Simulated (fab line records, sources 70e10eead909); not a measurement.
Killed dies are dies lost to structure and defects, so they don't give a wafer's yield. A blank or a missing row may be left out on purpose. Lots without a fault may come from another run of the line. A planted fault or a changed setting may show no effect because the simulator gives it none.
fab line records | flow nand_harc
record lots=14 wafers=41 last_day=34
route steps=1302 shown A_DECK1_JOINT@539 A_ONON_D2@548
lots that met no fault: from a run of the same line without faults
start_h: hours from the record's first day to the start of the lot's first wafer shown | wait_h: hours since the lot's step before | " the same as in the row above | L1.1+2: a row that stands for several wafers | - no value, or no start given | * or withheld: withheld | < > ~ a bound
route shown NAME@n: a module of which the file shows steps, and the number in the route of the first | usual: mean/standard deviation of fault-free wafers | same: alike in all rows | chamber/n: place in a boat | sites: the reading at each site | _std_site: their standard deviation | _edge_site: outer sites' mean less inner sites' | radius_mm: how far each site lies from the wafer's centre | mask NAME#n: copy n | behind: the tool/chamber that last shaped the wafer | hold: why the lot was held/for how many hours/how that ended | device: the transistor (n, p or np) that didn't switch | end of line: the same wafers' tests at the end of the route | a step without rows: its recipe alone | killed: dies lost to structure and defects at the first sort, not the wafer's yield | map: a wafer's dies, x killed, . not, _ none there
set.NAME: the setting as run; set.NAME@STEP: as run at that earlier step | model.NAME: the simulator's own value behind a step, which no gauge read
steps of the route over a sample of lots; a table a step, a row a wafer
services: from which hour (start_h, from the record's first day; less than 0 if before it) a tool's chamber was out of use, for how many hours, and why
## steps
# step NHARC_A_DECK1_JOINT_CMP_02
# recipe material=SiOx
# usual motor_current_A=12.0/1.6 retaining_ring_pressure_frac=1.000/0.0051
# columns lot.wafer tool chamber start_h wait_h motor_current_A retaining_ring_pressure_frac
L961.3 cmp-04 1 276.98 0.4 10.3 1.008
L961.2 " 3 " " 15.3 0.991
L961.6 " 1 " " 10.2 1.009
L962.2 cmp-03 0 277.01 0.4 11.1 1.008
L962.5 " 3 " " 13.8 1.003
L962.6 " 0 " " 10.6 1.000
L963.3 cmp-04 2 308.09 0.4 10.3 0.997
L963.1 " 3 " " 16.3 0.997
L963.5 " 0 " " 12.7 1.004
L964.2 cmp-03 3 308.11 0.4 14.2 1.004
L964.6 " 0 " " 11.3 0.996
L964.5 " 1 " " 11.3 1.003
L965.2 cmp-03 1 314.81 0.4 12.3 0.997
L965.5 " 2 " " 14.4 1.002
L965.6 " 3 " " 13.3 0.997
L967.4 cmp-01 3 323.14 0.4 10.8 1.000
L967.6 " 1 " " 12.2 1.003
L975.1 cmp-03 0 416.99 0.4 10.9 1.009
L975.2 " 1 " " 11.4 1.001
L975.3 " 3 " " 14.1 1.000
L976.1 cmp-03 2 425.41 0.4 13.8 1.006
L976.3 " 0 " " 10.9 1.008
L976.5 " 3 " " 14.4 0.993
L979.1 cmp-01 0 444.36 0.4 11.2 0.997
L979.6 " 3 " " 10.8 0.994
L979.5 " 0 " " 11.0 1.003
L978.2 cmp-03 0 444.40 0.4 11.6 0.996
L978.6 " 1 " " 11.8 1.005
L978.5 " 2 " " 14.0 1.004
L980.3 cmp-04 2 467.87 0.4 9.6 0.999
L980.1 " 3 " " 14.6 1.000
L980.6 " 1 " " 10.0 0.989
L981.4 cmp-03 1 485.63 0.4 12.1 0.998
L981.3 " 2 " " 13.9 0.994
L981.1 " 3 " " 13.7 0.994
L982.2 cmp-04 1 499.44 0.4 10.3 0.999
L982.3 " 2 " " 10.1 1.007
L982.1 " 3 " " 15.0 1.008
L984.1 cmp-03 0 512.51 0.4 10.9 1.005
L984.5 " 2 " " 13.0 1.001
L984.6 " 3 " " 14.4 0.995
# step NHARC_A_DECK1_JOINT_THK_MEAS_17
# recipe thk_meas_gauge=ellipsometry
# usual thk_nm=45.0/1.2
# columns lot.wafer tool chamber start_h wait_h thk_nm
L961.2 film_metro-02 - 277.65 0.2 44.0
L961.3 " - " " 44.0
L961.6 " - " " 46.5
L962.2 film_metro-01 - 277.67 0.3 45.0
L962.5 " - " " 45.8
L962.6 " - " " 45.5
L964.2 film_metro-01 - 308.71 0.3 43.7
L964.5 " - " " 43.8
L964.6 " - " " 45.8
L963.1 film_metro-02 - 308.71 0.2 44.1
L963.3 " - " " 45.7
L963.5 " - " " 45.7
L965.2 film_metro-02 - 315.40 0.2 44.4
L965.5 " - " " 44.8
L965.6 " - " " 45.4
L967.4 film_metro-02 - 323.73 0.1 46.2
L967.6 " - " " 45.0
L975.1 film_metro-01 - 417.66 0.2 44.2
L975.2 " - " " 44.6
L975.3 " - " " 46.0
L976.1 film_metro-02 - 426.08 0.2 43.5
L976.3 " - " " 43.0
L976.5 " - " " 46.2
L979.1 film_metro-01 - 445.00 0.3 43.9
L979.5 " - " " 43.8
L979.6 " - " " 47.0
L978.2 film_metro-02 - 445.00 0.2 45.8
L978.5 " - " " 44.0
L978.6 " - " " 44.4
L980.1 film_metro-01 - 468.49 0.2 46.4
L980.3 " - " " 44.2
L980.6 " - " " 44.9
L981.1 film_metro-01 - 486.30 0.2 45.0
L981.3 " - " " 43.2
L981.4 " - " " 46.2
L982.1 film_metro-01 - 500.08 0.3 44.8
L982.2 " - " " 47.4
L982.3 " - " " 44.8
L984.1 film_metro-02 - 513.12 0.2 43.4
L984.5 " - " " 45.4
L984.6 " - " " 45.1
# step NHARC_A_ONON_D2_THK_MEAS_05
# recipe thk_meas_gauge=ellipsometry
# usual thk_nm=1001/10
# columns lot.wafer tool chamber start_h wait_h thk_nm
L962.2 film_metro-02 - 278.98 - 995
L962.5 " - " " 994
L962.6 " - " " 997
L961.2 film_metro-01 - 278.98 - 990
L961.3 " - " " 989
L961.6 " - " " 988
L963.1 film_metro-01 - 309.88 - 999
L963.3 " - " " 1000
L963.5 " - " " 1000
L964.2 film_metro-02 - 309.89 - 993
L964.5 " - " " 992
L964.6 " - " " 993
L965.2 film_metro-02 - 316.58 - 1007
L965.5 " - " " 1009
L965.6 " - " " 1007
L967.4 film_metro-01 - 324.91 - 1003
L967.6 " - " " 1004
L975.1 film_metro-01 - 418.84 - 988
L975.2 " - " " 989
L975.3 " - " " 986
L976.1 film_metro-01 - 427.26 - 1011
L976.3 " - " " 1013
L976.5 " - " " 1013
L978.2 film_metro-02 - 446.18 - 996
L978.5 " - " " 995
L978.6 " - " " 996
L979.1 film_metro-01 - 446.18 - 1013
L979.5 " - " " 1013
L979.6 " - " " 1013
L980.1 film_metro-02 - 469.68 - 989
L980.3 " - " " 990
L980.6 " - " " 989
L981.1 film_metro-01 - 487.49 - 1005
L981.3 " - " " 1004
L981.4 " - " " 1005
L982.1 film_metro-01 - 501.55 - 976
L982.2 " - " " 978
L982.3 " - " " 978
L984.1 film_metro-01 - 514.31 - 988
L984.5 " - " " 988
L984.6 " - " " 986
# step NHARC_A_ONON_D2_DEP_09
# recipe target_thk_a=10000 n2_flow_sccm=2750 n2o_flow_sccm=2000 nh3_flow_sccm=500 sih4_flow_sccm=210 temp_c=400
# usual n2o_flow_sccm=1999/5.8 sih4_flow_sccm=210.0/0.55 susceptor_temp_C=399.95/0.22
# columns lot.wafer tool chamber start_h wait_h n2o_flow_sccm sih4_flow_sccm susceptor_temp_C
L962.2 pecvd_onon-02 0 279.66 0.1 1999 209.9 399.84
L962.5 " 0 " " 1995 209.2 400.13
L962.6 " 0 " " 1998 209.2 399.88
L961.2 pecvd_onon-04 0 279.66 0.1 1998 209.5 399.57
L961.3 " 0 " " 2001 209.5 399.80
L961.6 " 0 " " 2006 210.3 399.82
L963.1 pecvd_onon-01 0 310.50 0.1 1990 210.1 399.95
L963.3 " 0 " " 1997 209.7 399.81
L963.5 " 0 " " 1994 209.5 399.92
L964.2 pecvd_onon-02 0 310.57 0.1 2001 209.7 399.77
L964.5 " 0 " " 1999 210.0 400.06
L964.6 " 0 " " 2000 209.7 399.79
L965.2 pecvd_onon-02 0 317.26 0.1 1999 210.2 400.07
L965.5 " 0 " " 2003 209.2 400.04
L965.6 " 0 " " 1996 210.1 399.98
L967.4 pecvd_onon-02 0 325.71 0.2 1990 209.9 400.22
L967.6 " 0 " " 2002 210.8 400.34
L975.1 pecvd_onon-02 0 419.47 0.1 1998 210.4 399.82
L975.2 " 0 " " 1996 209.4 399.51
L975.3 " 0 " " 2008 210.2 399.64
L976.1 pecvd_onon-02 0 427.87 0.1 1996 210.2 400.15
L976.3 " 0 " " 2001 210.8 400.00
L976.5 " 0 " " 1996 210.7 400.35
L979.1 pecvd_onon-02 0 446.81 0.1 2010 210.2 400.02
L979.5 " 0 " " 1994 210.4 399.96
L979.6 " 0 " " 2007 210.4 399.82
L978.2 pecvd_onon-01 0 446.85 0.1 2006 209.9 399.98
L978.5 " 0 " " 2017 210.7 399.60
L978.6 " 0 " " 1995 211.0 399.68
L980.1 pecvd_onon-02 0 470.30 0.1 1992 209.1 400.11
L980.3 " 0 " " 1992 210.1 400.15
L980.6 " 0 " " 1997 210.0 399.69
L981.1 pecvd_onon-01 0 488.11 0.1 1988 209.2 400.14
L981.3 " 0 " " 2003 209.1 400.22
L981.4 " 0 " " 2002 209.9 400.01
L982.1 pecvd_onon-02 0 502.16 0.1 2006 210.2 400.27
L982.2 " 0 " " 1995 210.1 400.24
L982.3 " 0 " " 2000 209.8 400.23
L984.1 pecvd_onon-04 0 514.92 0.1 2007 209.9 399.99
L984.5 " 0 " " 1998 209.7 399.93
L984.6 " 0 " " 1999 210.2 399.73
# step NHARC_A_ONON_D2_THK_MEAS_11
# recipe thk_meas_gauge=ellipsometry
# usual thk_nm=998/13
# columns lot.wafer tool chamber start_h wait_h thk_nm
L962.2 film_metro-01 - 280.12 - 996
L962.5 " - " " 998
L962.6 " - " " 995
L961.2 film_metro-02 - 280.12 - 998
L961.3 " - " " 997
L961.6 " - " " 998
L963.1 film_metro-01 - 311.01 - 1012
L963.3 " - " " 1011
L963.5 " - " " 1012
L964.2 film_metro-02 - 311.02 - 965
L964.5 " - " " 964
L964.6 " - " " 966
L965.2 film_metro-01 - 317.71 - 1006
L965.5 " - " " 1004
L965.6 " - " " 646
L967.4 film_metro-02 - 326.04 - 623
L967.6 " - " " 623
L975.1 film_metro-02 - 419.98 - 998
L975.2 " - " " 1000
L975.3 " - " " 999
L976.1 film_metro-01 - 428.38 - 1006
L976.3 " - " " 1009
L976.5 " - " " 1007
L978.2 film_metro-01 - 447.30 - 999
L978.5 " - " " 998
L978.6 " - " " 997
L979.1 film_metro-02 - 447.34 - 975
L979.5 " - " " 975
L979.6 " - " " 974
L980.1 film_metro-01 - 470.81 - 1005
L980.3 " - " " 1004
L980.6 " - " " 1004
L981.1 film_metro-02 - 488.62 - 1008
L981.3 " - " " 1009
L981.4 " - " " 1007
L982.1 film_metro-01 - 502.68 - 976
L982.2 " - " " 975
L982.3 " - " " 974
L984.1 film_metro-02 - 515.44 - 1014
L984.5 " - " " 1014
L984.6 " - " " 1013
## services
# columns tool chamber start_h hours kind
cmp-03 - 260.00 4.0 pm
pecvd_onon-01 - 269.29 13.0 pm
cmp-01 - 285.55 4.0 pm
cmp-01 - 299.51 1.9 repair
cmp-04 - 310.94 4.0 pm
pecvd_onon-04 - 311.42 13.0 pm
cmp-04 - 330.28 1.3 repair
cmp-03 - 358.00 4.0 pm
pecvd_onon-02 - 366.10 13.0 pm
cmp-03 - 382.81 1.2 repair
cmp-04 - 387.22 54.2 repair
cmp-03 - 392.61 1.0 repair
pecvd_onon-04 - 392.86 0.8 repair
cmp-03 - 420.50 1.9 repair
cmp-03 - 427.24 0.9 repair
cmp-03 - 438.60 0.7 repair
cmp-04 - 441.43 4.0 pm
cmp-03 - 450.20 2.5 repair
pecvd_onon-01 - 450.29 13.0 pm
cmp-03 - 456.16 4.0 pm
cmp-04 - 459.25 0.9 repair
cmp-03 - 479.63 3.6 repair
pecvd_onon-04 - 492.42 13.0 pm
cmp-03 - 499.64 0.4 repair
## key
first_sign step=NHARC_A_ONON_D2_THK_MEAS_11 reading=thk_nm direction=down sigmas=29 usual=998 struck=630
effect none on later readings
met_at NHARC_A_ONON_D2_DEP_09
struck_lots L965,L967
struck_wafers L965.6,L967.4,L967.6
later_rows_left_out L965.6,L967.4,L967.6
sort_left_out L965.6,L967.4,L967.6
tester_left_out L965,L967
not_acting_at NHARC_A_DECK1_JOINT_CMP_02,NHARC_A_DECK1_JOINT_THK_MEAS_17,NHARC_A_ONON_D2_THK_MEAS_05
onset_between 310.57 317.26
fault kind=process_parameter_drift tool=pecvd_onon-02 chamber=- onset_h=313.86 steps=NHARC_A_ONON_D2_DEP_09 channel=target_thk_a offset=* shape=step end_h=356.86 scope=struck_wafers_only acts_in=* stated=*
# tester_left_out: of these lots the tester's yield and bins aren't shown, on N5 and GAA mostly nor the transistor test; their killed dies are dies lost to structure and defects alone, not to doping, threshold or leakage, so they don't give the yield
# sort_left_out: the simulated sort isn't trusted on such a fault, so these wafers' sort isn't shown, and their yield isn't known
# later_rows_left_out: the simulator's readings of these wafers behind a module that went badly wrong aren't trusted and aren't shown, but for the sort
